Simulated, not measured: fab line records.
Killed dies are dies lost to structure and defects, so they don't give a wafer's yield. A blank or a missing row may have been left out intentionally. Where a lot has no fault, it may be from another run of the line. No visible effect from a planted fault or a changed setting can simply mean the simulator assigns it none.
fab line records	flow nandHarc
record: lots: 24	wafers: 72	lastDay: 24
route steps=1159 shown P_M2@330 P_BONDPAD@370
lots untouched by any fault: they come from a run of this same line in which no faults occurred
startH: hours from the record's opening day to when the first of the lot's shown wafers began	waitH: hours from the lot's prior step to this one	" as in the row above	L1.1+2: a row that stands for several wafers	- value missing, or start not given	* or withheld: withheld	< > ~ a bound
route shown NAME@n: a module of which the file shows steps, and the number in the route of the first	usual: mean/standard deviation of fault-free wafers	same: alike in all rows	chamber/n: place in a boat	sites: the reading at each site	_std_site: how widely they spread, as a standard deviation	_edge_site: inner sites' mean taken away from outer sites' mean	radiusMm: for every site, how far away it sits from the centre of the wafer	mask NAME#n: copy n	behind: the last tool/chamber to shape the wafer	hold: what put the lot on hold/how long, in hours/how the hold closed	device: the transistor (n, p or np) that didn't switch	end of line: tests of these same wafers at the route's end	a step with no rows: only its recipe	killed: dies lost to structure and defects at the first sort, not the wafer's yield	map: the dies of a wafer, with x for killed, . for not killed, _ for no die there
set.NAME: the setting as run; set.NAME@STEP: as run at that earlier step	model.NAME: the simulator's own value behind a step, which no gauge read
steps of the route over a sample of lots; a table a step, a row a wafer
services: when a tool's chamber went out of use (startH, in hours from the record's first day, below 0 if earlier), for how many hours, and the reason
== steps ==
step: NHARC_P_M2_INSPECT_11
usual: rawDefectCount: 4.2/2.5
lot.wafer	tool	chamber	startH	waitH	rawDefectCount
L074.2	defectInspect-02	-	115.03	0.0	5
L074.4	"	-	"	"	4
L074.6	"	-	"	"	3
L075.1	defectInspect-02	-	137.76	0.0	2
L075.3	"	-	"	"	3
L075.6	"	-	"	"	5
L076.1	defectInspect-02	-	137.99	0.0	8
L076.2	"	-	"	"	8
L076.6	"	-	"	"	11
L077.2	defectInspect-02	-	148.51	0.0	5
L077.4	"	-	"	"	5
L077.5	"	-	"	"	5
L078.1	defectInspect-02	-	152.39	0.0	5
L078.5	"	-	"	"	1
L078.6	"	-	"	"	2
L079.1	defectInspect-01	-	152.90	0.0	4
L079.4	"	-	"	"	3
L079.6	"	-	"	"	4
L080.1	defectInspect-01	-	157.69	0.0	3
L080.2	"	-	"	"	5
L080.4	"	-	"	"	4
L081.2	defectInspect-02	-	166.88	0.0	8
L081.4	"	-	"	"	2
L081.6	"	-	"	"	4
L082.4	defectInspect-02	-	167.93	0.0	3
L082.5	"	-	"	"	3
L082.6	"	-	"	"	8
L083.2	defectInspect-02	-	177.12	0.0	2
L083.5	"	-	"	"	3
L083.6	"	-	"	"	5
L084.2	defectInspect-01	-	181.92	0.0	10
L084.3	"	-	"	"	2
L084.5	"	-	"	"	9
L087.1	defectInspect-02	-	198.41	0.0	7
L087.5	"	-	"	"	9
L087.6	"	-	"	"	5
L086.1	defectInspect-02	-	199.15	0.0	2
L086.2	"	-	"	"	2
L086.5	"	-	"	"	2
L085.2	defectInspect-01	-	199.51	0.0	2
L085.3	"	-	"	"	5
L085.5	"	-	"	"	5
L089.2	defectInspect-01	-	215.64	0.0	7
L089.5	"	-	"	"	7
L089.6	"	-	"	"	9
L088.1	defectInspect-02	-	217.14	0.0	3
L088.3	"	-	"	"	2
L088.6	"	-	"	"	2
L091.2	defectInspect-01	-	217.54	0.0	1
L091.4	"	-	"	"	5
L091.6	"	-	"	"	1
L090.2	defectInspect-02	-	222.85	0.0	7
L090.4	"	-	"	"	3
L090.5	"	-	"	"	1
L092.2	defectInspect-01	-	228.75	0.0	2
L092.4	"	-	"	"	1
L092.6	"	-	"	"	3
L094.2	defectInspect-02	-	247.73	0.0	7
L094.5	"	-	"	"	4
L094.6	"	-	"	"	1
L093.1	defectInspect-02	-	247.88	0.0	2
L093.2	"	-	"	"	3
L093.6	"	-	"	"	4
L095.1	defectInspect-01	-	249.81	0.0	0
L095.3	"	-	"	"	4
L095.6	"	-	"	"	3
L096.1	defectInspect-02	-	253.67	0.0	3
L096.4	"	-	"	"	3
L096.5	"	-	"	"	2
L097.3	defectInspect-02	-	254.31	0.0	6
L097.4	"	-	"	"	6
L097.6	"	-	"	"	11
step: NHARC_P_M2_CD_MEAS_16
usual: cdNm: 169.8/0.82
lot.wafer	tool	chamber	startH	waitH	cdNm
L074.2	cdSem-02	-	115.44	-	170.6
L074.4	"	-	"	"	169.9
L074.6	"	-	"	"	170.4
L075.1	cdSem-02	-	138.12	-	168.3
L075.3	"	-	"	"	168.7
L075.6	"	-	"	"	168.7
L076.1	cdSem-02	-	138.38	-	168.4
L076.2	"	-	"	"	171.9
L076.6	"	-	"	"	168.8
L077.2	cdSem-01	-	148.88	-	169.8
L077.4	"	-	"	"	169.3
L077.5	"	-	"	"	168.9
L078.1	cdSem-01	-	152.75	-	171.2
L078.5	"	-	"	"	168.9
L078.6	"	-	"	"	170.3
L079.1	cdSem-03	-	153.27	-	170.2
L079.4	"	-	"	"	170.7
L079.6	"	-	"	"	170.8
L080.1	cdSem-03	-	158.05	-	171.2
L080.2	"	-	"	"	169.6
L080.4	"	-	"	"	170.0
L081.2	cdSem-01	-	167.25	-	170.0
L081.4	"	-	"	"	169.4
L081.6	"	-	"	"	170.7
L082.4	cdSem-01	-	168.31	-	169.8
L082.5	"	-	"	"	169.4
L082.6	"	-	"	"	169.2
L083.2	cdSem-03	-	177.49	-	169.7
L083.5	"	-	"	"	170.7
L083.6	"	-	"	"	170.0
L084.2	cdSem-01	-	182.36	-	169.3
L084.3	"	-	"	"	169.9
L084.5	"	-	"	"	169.8
L087.1	cdSem-01	-	198.83	-	169.4
L087.5	"	-	"	"	169.4
L087.6	"	-	"	"	170.0
L086.1	cdSem-03	-	199.56	-	169.2
L086.2	"	-	"	"	168.5
L086.5	"	-	"	"	168.2
L085.2	cdSem-02	-	199.89	-	171.7
L085.3	"	-	"	"	170.7
L085.5	"	-	"	"	169.8
L089.2	cdSem-03	-	216.05	-	169.8
L089.5	"	-	"	"	170.6
L089.6	"	-	"	"	169.7
L088.1	cdSem-01	-	217.55	-	170.6
L088.3	"	-	"	"	168.7
L088.6	"	-	"	"	168.9
L091.2	cdSem-03	-	217.95	-	168.6
L091.4	"	-	"	"	169.0
L091.6	"	-	"	"	168.8
L090.2	cdSem-02	-	223.27	-	169.2
L090.4	"	-	"	"	168.6
L090.5	"	-	"	"	170.0
L092.2	cdSem-01	-	229.12	-	169.9
L092.4	"	-	"	"	169.4
L092.6	"	-	"	"	170.5
L094.2	cdSem-02	-	248.14	-	168.9
L094.5	"	-	"	"	169.5
L094.6	"	-	"	"	168.9
L093.1	cdSem-01	-	248.24	-	169.0
L093.2	"	-	"	"	170.0
L093.6	"	-	"	"	170.5
L095.1	cdSem-01	-	250.22	-	169.3
L095.3	"	-	"	"	169.8
L095.6	"	-	"	"	169.8
L096.1	cdSem-01	-	254.08	-	171.1
L096.4	"	-	"	"	169.7
L096.5	"	-	"	"	168.4
L097.3	cdSem-01	-	255.34	-	169.5
L097.4	"	-	"	"	168.8
L097.6	"	-	"	"	168.4
step: NHARC_P_M2_ANNEAL_31
recipe: tempC: 225	timeS: 90
usual: wafer_temp_C_max: 225.9/0.35
lot.wafer	tool	chamber	startH	waitH	wafer_temp_C_max
L074.2	rtpAnneal-01	0	117.04	-	227.2
L074.4	"	0	"	"	226.1
L074.6	"	0	"	"	226.4
L075.1	rtpAnneal-01	0	139.57	-	226.2
L075.3	"	0	"	"	226.0
L075.6	"	0	"	"	226.2
L076.1	rtpAnneal-01	0	139.92	0.3	225.8
L076.2	"	0	"	"	225.5
L076.6	"	0	"	"	225.8
L077.2	rtpAnneal-02	0	150.43	0.4	225.5
L077.4	"	0	"	"	225.4
L077.5	"	0	"	"	225.6
L078.1	rtpAnneal-01	0	154.25	0.4	226.2
L078.5	"	0	"	"	225.7
L078.6	"	0	"	"	226.3
L079.1	rtpAnneal-02	0	154.72	-	225.4
L079.4	"	0	"	"	225.7
L079.6	"	0	"	"	225.7
L080.1	rtpAnneal-02	0	159.60	-	225.6
L080.2	"	0	"	"	225.7
L080.4	"	0	"	"	225.7
L081.2	rtpAnneal-02	0	168.77	0.3	225.8
L081.4	"	0	"	"	225.9
L081.6	"	0	"	"	225.6
L082.4	rtpAnneal-02	0	169.92	-	225.6
L082.5	"	0	"	"	225.7
L082.6	"	0	"	"	225.7
L083.2	rtpAnneal-01	0	178.99	0.4	226.7
L083.5	"	0	"	"	226.4
L083.6	"	0	"	"	226.7
L084.2	rtpAnneal-02	0	184.59	0.4	226.0
L084.3	"	0	"	"	225.6
L084.5	"	0	"	"	225.2
L087.1	rtpAnneal-01	0	200.27	-	225.6
L087.5	"	0	"	"	226.0
L087.6	"	0	"	"	226.3
L086.1	rtpAnneal-01	0	201.04	0.3	226.0
L086.2	"	0	"	"	226.1
L086.5	"	0	"	"	225.9
L085.2	rtpAnneal-01	0	201.41	0.4	226.2
L085.3	"	0	"	"	226.1
L085.5	"	0	"	"	226.5
L089.2	rtpAnneal-02	0	217.83	0.4	225.9
L089.5	"	0	"	"	225.8
L089.6	"	0	"	"	225.8
L091.2	rtpAnneal-01	0	219.56	-	225.9
L091.4	"	0	"	"	226.2
L091.6	"	0	"	"	226.0
L088.1	rtpAnneal-02	0	219.59	-	225.8
L088.3	"	0	"	"	226.2
L088.6	"	0	"	"	226.3
L090.2	rtpAnneal-02	0	224.85	-	225.5
L090.4	"	0	"	"	225.6
L090.5	"	0	"	"	226.0
L092.2	rtpAnneal-02	0	230.65	-	225.3
L092.4	"	0	"	"	225.5
L092.6	"	0	"	"	225.8
L094.2	rtpAnneal-01	0	249.84	-	226.2
L094.5	"	0	"	"	225.9
L094.6	"	0	"	"	226.5
L093.1	rtpAnneal-02	0	249.86	0.3	225.6
L093.2	"	0	"	"	225.9
L093.6	"	0	"	"	225.9
L095.1	rtpAnneal-01	0	251.80	-	226.5
L095.3	"	0	"	"	226.4
L095.6	"	0	"	"	226.3
L096.1	rtpAnneal-01	0	255.83	-	225.9
L096.4	"	0	"	"	225.5
L096.5	"	0	"	"	225.8
L097.3	rtpAnneal-02	0	256.88	-	225.7
L097.4	"	0	"	"	225.5
L097.6	"	0	"	"	225.9
step: NHARC_P_M2_DEP_33
recipe: targetThkA: 300	tempC: 370	targetThkNm: 30	pressureTorr: 3	flowSccm: 200	rfW: 450	material: SiCN
usual: heaterPowerW: 544/100
lot.wafer	tool	chamber	startH	waitH	heaterPowerW
L074.2	pecvd-01	1	118.25	0.1	622
L074.6	"	0	"	"	588
L074.4	"	1	"	"	627
L075.3	pecvd-03	1	140.53	0.1	598
L075.1	"	0	"	"	510
L075.6	"	2	"	"	412
L076.2	pecvd-04	1	140.89	0.1	447
L076.1	"	0	"	"	504
L076.6	"	2	"	"	686
L077.2	pecvd-01	0	151.43	0.1	579
L077.5	"	1	"	"	600
L077.4	"	2	"	"	437
L078.1	pecvd-04	2	155.22	0.1	684
L078.6	"	2	"	"	702
L078.5	"	1	"	"	546
L079.1	pecvd-04	0	155.72	0.1	492
L079.6	"	2	"	"	736
L079.4	"	1	"	"	463
L080.2	pecvd-03	0	160.64	0.1	593
L080.1	"	1	"	"	610
L080.4	"	0	"	"	596
L081.2	pecvd-04	2	169.68	0.1	711
L081.6	"	0	"	"	409
L081.4	"	1	"	"	512
L082.6	pecvd-03	1	170.98	0.2	636
L082.5	"	2	"	"	439
L082.4	"	0	"	"	566
L083.2	pecvd-01	0	180.00	0.1	588
L083.5	"	2	"	"	403
L083.6	"	0	"	"	593
L084.3	pecvd-03	2	185.55	0.1	477
L084.2	"	0	"	"	539
L084.5	"	1	"	"	606
L087.1	pecvd-01	0	201.32	0.1	616
L087.6	"	1	"	"	563
L087.5	"	0	"	"	615
L086.1	pecvd-01	2	202.14	0.1	376
L086.2	"	0	"	"	586
L086.5	"	0	"	"	578
L085.2	pecvd-01	1	202.48	0.1	549
L085.3	"	2	"	"	421
L085.5	"	0	"	"	545
L089.2	pecvd-01	1	218.79	0.1	597
L089.6	"	0	"	"	602
L089.5	"	1	"	"	590
L091.2	pecvd-01	2	220.55	0.1	379
L091.4	"	1	"	"	618
L091.6	"	2	"	"	367
L088.1	pecvd-04	1	220.56	0.1	515
L088.3	"	2	"	"	656
L088.6	"	2	"	"	669
L090.2	pecvd-04	1	225.84	0.1	527
L090.4	"	2	"	"	757
L090.5	"	0	"	"	475
L092.2	pecvd-04	0	231.61	0.1	492
L092.6	"	2	"	"	779
L092.4	"	1	"	"	480
L093.2	pecvd-01	0	250.85	0.1	498
L093.1	"	1	"	"	588
L093.6	"	2	"	"	409
L094.2	pecvd-04	1	250.85	0.1	461
L094.5	"	2	"	"	777
L094.6	"	1	"	"	473
L095.1	pecvd-04	1	252.85	0.1	544
L095.3	"	0	"	"	538
L095.6	"	2	"	"	723
L096.1	pecvd-01	0	256.79	0.1	539
L096.4	"	1	"	"	631
L096.5	"	2	"	"	365
L097.3	pecvd-04	1	257.88	0.1	478
L097.6	"	1	"	"	494
L097.4	"	2	"	"	762
step: NHARC_P_BONDPAD_CD_MEAS_13
usual: cdNm: 499.1/2.9
lot.wafer	tool	chamber	startH	waitH	cdNm
L074.2	cdSem-01	-	120.44	-	499.4
L074.4	"	-	"	"	497.5
L074.6	"	-	"	"	493.0
L075.1	cdSem-01	-	142.69	-	502.4
L075.3	"	-	"	"	502.4
L075.6	"	-	"	"	494.1
L076.1	cdSem-01	-	143.03	-	502.1
L076.2	"	-	"	"	501.3
L076.6	"	-	"	"	490.7
L077.2	cdSem-02	-	153.37	-	494.1
L077.4	"	-	"	"	499.0
L077.5	"	-	"	"	503.0
L078.1	cdSem-03	-	157.37	-	501.8
L078.5	"	-	"	"	505.1
L078.6	"	-	"	"	500.6
L079.1	cdSem-02	-	157.95	-	499.8
L079.4	"	-	"	"	497.9
L079.6	"	-	"	"	499.5
L080.1	cdSem-03	-	162.67	-	500.6
L080.2	"	-	"	"	504.9
L080.4	"	-	"	"	498.8
L081.2	cdSem-02	-	171.87	-	498.8
L081.4	"	-	"	"	497.9
L081.6	"	-	"	"	498.7
L082.4	cdSem-03	-	173.18	-	502.5
L082.5	"	-	"	"	497.8
L082.6	"	-	"	"	503.4
L083.2	cdSem-03	-	181.96	-	500.9
L083.5	"	-	"	"	503.3
L083.6	"	-	"	"	497.0
L084.2	cdSem-02	-	187.72	-	498.1
L084.3	"	-	"	"	500.7
L084.5	"	-	"	"	496.2
L087.1	cdSem-02	-	203.40	-	499.5
L087.5	"	-	"	"	498.7
L087.6	"	-	"	"	497.1
L086.1	cdSem-03	-	204.14	-	497.7
L086.2	"	-	"	"	496.7
L086.5	"	-	"	"	496.9
L085.2	cdSem-02	-	204.96	-	494.8
L085.3	"	-	"	"	491.8
L085.5	"	-	"	"	499.3
L089.2	cdSem-02	-	221.13	-	498.9
L089.5	"	-	"	"	495.1
L089.6	"	-	"	"	497.6
L091.2	cdSem-01	-	222.63	-	500.7
L091.4	"	-	"	"	498.8
L091.6	"	-	"	"	502.8
L088.1	cdSem-02	-	222.90	-	495.8
L088.3	"	-	"	"	498.4
L088.6	"	-	"	"	497.0
L090.2	cdSem-03	-	227.80	-	500.3
L090.4	"	-	"	"	494.5
L090.5	"	-	"	"	501.6
L092.2	cdSem-02	-	233.89	-	501.6
L092.4	"	-	"	"	501.1
L092.6	"	-	"	"	498.2
L094.2	cdSem-02	-	253.07	-	496.4
L094.5	"	-	"	"	499.0
L094.6	"	-	"	"	497.7
L093.1	cdSem-03	-	253.31	-	500.5
L093.2	"	-	"	"	501.8
L093.6	"	-	"	"	502.0
L095.1	cdSem-02	-	255.27	-	502.1
L095.3	"	-	"	"	498.1
L095.6	"	-	"	"	497.9
L096.1	cdSem-01	-	258.99	-	496.7
L096.4	"	-	"	"	494.7
L096.5	"	-	"	"	493.4
L097.3	cdSem-03	-	259.98	-	500.4
L097.4	"	-	"	"	496.6
L097.6	"	-	"	"	498.7
step: NHARC_P_BONDPAD_ETCH_24
recipe: targetDepthA: 300	overEtchFrac: 0.3	timeS: 72.99	ionEnergyEv: 150	cf4FlowSccm: 50	n2FlowSccm: 100	arFlowSccm: 150	rfW: 300	biasW: 100	chemistry: CF4/N2
usual: drypumpMotorCurrentA: 5.4/0.41	oesProductAu: 0.987/0.0087	rfVppV: 314.8/1.5	showerheadPlenumPTorr: 2.67/0.071	throttleValvePct: 19.795/0.0084
lot.wafer	tool	chamber	startH	waitH	drypumpMotorCurrentA	oesProductAu	rfHoursCounterH	rfVppV	showerheadPlenumPTorr	throttleValvePct
L074.2	rieDiel-06	0	120.72	0.1	5.6	0.992	19	315.5	2.70	19.786
L074.4	"	0	"	"	5.7	0.991	-	314.9	2.70	19.787
L074.6	"	2	"	"	5.5	1.004	-	317.6	2.78	19.777
L075.3	rieDiel-13	3	-	-	5.5	0.990	9	311.5	2.47	19.796
L075.1	"	1	"	"	6.1	0.992	8	315.1	2.65	19.791
L075.6	"	2	"	"	5.3	0.989	-	313.0	2.61	19.807
L076.2	rieDiel-04	3	-	-	5.3	0.982	2	315.5	2.70	19.787
L076.1	"	0	"	"	6.0	0.984	2	316.4	2.69	19.810
L076.6	"	0	"	"	6.1	0.977	-	315.9	2.69	19.802
L077.2	rieDiel-06	1	-	-	5.7	0.997	30	313.9	2.58	19.793
L077.4	"	3	"	"	4.8	0.990	28	316.3	2.76	19.785
L077.5	"	1	"	"	5.7	0.996	-	314.0	2.58	19.790
L078.1	rieDiel-04	0	-	-	6.0	0.992	4	315.5	2.69	19.806
L078.6	"	2	"	"	4.9	0.985	-	315.2	2.70	19.794
L078.5	"	3	"	"	5.3	0.997	-	315.8	2.70	19.789
L079.4	rieDiel-04	0	-	-	6.0	0.976	4	315.5	2.69	19.795
L079.1	"	3	"	"	5.3	0.985	4	315.2	2.70	19.799
L079.6	"	0	"	"	6.0	0.977	-	315.3	2.69	19.794
L080.4	rieDiel-06	1	-	-	5.7	0.976	35	313.2	2.58	19.787
L080.1	"	2	"	"	5.5	1.006	33	315.4	2.77	19.787
L080.2	"	3	"	"	4.8	0.989	32	315.8	2.76	19.807
L081.4	rieDiel-04	2	-	-	4.9	0.984	5	314.8	2.70	19.783
L081.2	"	0	"	"	6.0	0.976	6	314.6	2.69	19.790
L081.6	"	2	"	"	4.9	0.985	-	315.4	2.70	19.798
L082.4	rieDiel-04	1	-	-	5.3	0.984	5	314.6	2.58	19.791
L082.6	"	3	"	"	5.3	0.986	-	314.8	2.70	19.792
L082.5	"	0	"	"	6.1	0.990	-	314.7	2.69	19.797
L083.2	rieDiel-04	2	-	-	4.9	0.995	5	314.1	2.70	19.787
L083.5	"	3	"	"	5.3	0.983	-	316.7	2.70	19.803
L083.6	"	0	"	"	6.0	0.984	-	315.5	2.68	19.795
L084.3	rieDiel-06	2	-	-	5.5	0.989	38	317.2	2.77	19.799
L084.2	"	1	"	"	5.7	0.998	41	314.1	2.57	19.784
L084.5	"	3	"	"	4.8	0.994	-	316.8	2.76	19.812
L087.1	rieDiel-04	0	-	-	6.0	0.979	8	313.9	2.68	19.786
L087.5	"	0	"	"	6.0	0.988	-	315.1	2.68	19.796
L087.6	"	1	"	"	5.3	0.980	-	313.2	2.58	19.797
L086.1	rieDiel-04	3	-	-	5.3	0.990	7	316.0	2.70	19.804
L086.2	"	2	"	"	4.9	0.993	7	315.5	2.70	19.787
L086.5	"	3	"	"	5.3	0.985	-	315.1	2.70	19.787
L085.3	rieDiel-06	3	-	-	4.8	0.981	44	317.1	2.75	19.799
L085.2	"	1	"	"	5.7	0.988	48	311.5	2.57	19.805
L085.5	"	2	"	"	5.5	1.005	-	315.2	2.77	19.791
L089.2	rieDiel-04	3	-	-	5.3	0.999	9	315.6	2.70	19.792
L089.6	"	1	"	"	5.3	0.981	-	312.7	2.58	19.781
L089.5	"	2	"	"	4.8	0.997	-	316.0	2.70	19.789
L091.2	rieDiel-13	1	223.05	0.3	6.1	0.992	43	314.2	2.64	19.794
L091.4	"	1	"	"	6.1	0.990	-	313.9	2.64	19.795
L091.6	"	2	"	"	5.4	0.979	-	313.6	2.60	19.795
L088.1	rieDiel-04	3	-	-	5.3	0.978	9	314.7	2.70	19.806
L088.3	"	0	"	"	6.0	0.974	10	314.6	2.68	19.797
L088.6	"	1	"	"	5.2	0.985	-	312.8	2.58	19.786
L090.2	rieDiel-04	0	-	-	6.0	0.983	10	315.2	2.68	19.781
L090.4	"	1	"	"	5.2	0.971	10	312.8	2.58	19.799
L090.5	"	0	"	"	6.0	0.982	-	314.2	2.68	19.792
L092.2	rieDiel-04	2	-	-	4.9	0.992	10	313.9	2.70	19.785
L092.4	"	3	"	"	5.3	0.987	10	315.7	2.70	19.802
L092.6	"	0	"	"	6.0	0.987	-	316.1	2.68	19.796
L094.2	rieDiel-04	1	-	-	5.2	0.975	13	312.4	2.58	19.790
L094.5	"	3	"	"	5.3	1.001	-	315.6	2.70	19.789
L094.6	"	0	"	"	6.0	0.977	-	314.3	2.68	19.816
L093.2	rieDiel-04	1	-	-	5.3	0.980	13	312.5	2.58	19.792
L093.1	"	3	"	"	5.3	0.998	12	315.4	2.70	19.800
L093.6	"	2	"	"	4.9	0.990	-	314.2	2.70	19.804
L095.1	rieDiel-04	2	-	-	4.9	0.994	12	316.5	2.70	19.790
L095.3	"	0	"	"	6.0	0.976	13	317.2	2.68	19.797
L095.6	"	3	"	"	5.3	0.995	-	316.1	2.70	19.803
L096.4	rieDiel-04	2	-	-	4.9	0.989	13	315.3	2.69	19.796
L096.1	"	1	"	"	5.3	0.976	14	314.5	2.57	19.799
L096.5	"	3	"	"	5.3	1.003	-	317.7	2.70	19.798
L097.4	rieDiel-04	0	-	-	6.0	0.970	14	315.0	2.68	19.785
L097.3	"	2	"	"	4.8	0.996	13	315.7	2.70	19.806
L097.6	"	1	"	"	5.2	0.972	-	313.5	2.57	19.794
== services ==
tool	chamber	startH	hours	kind
rieDiel-13	-	99.08	9.0	pm
pecvd-03	-	101.39	1.3	repair
pecvd-03	-	111.00	13.0	pm
rieDiel-04	-	112.00	9.0	pm
rieDiel-04	0	112.00	9.0	ventCycle
rieDiel-04	1	112.00	11.0	ventCycle
rieDiel-04	2	112.00	9.0	ventCycle
rieDiel-04	3	112.00	9.0	ventCycle
rieDiel-06	1	114.89	7.5	repair
pecvd-04	-	118.46	1.3	repair
rieDiel-04	0	121.00	-	clean
rieDiel-04	2	121.00	-	clean
rieDiel-06	0	134.51	4.2	repair
rieDiel-06	2	166.59	1.2	repair
rieDiel-13	1	168.66	1.4	repair
pecvd-01	-	175.13	0.7	repair
rieDiel-04	-	184.48	1.1	repair
pecvd-04	0	187.07	6.4	repair
pecvd-04	-	195.00	13.0	pm
rieDiel-13	3	218.18	5.8	repair
rieDiel-06	2	225.22	6.5	repair
pecvd-01	-	237.00	13.0	pm
rieDiel-06	2	239.20	17.2	repair
rieDiel-06	-	241.58	9.0	pm
== key ==
fault none
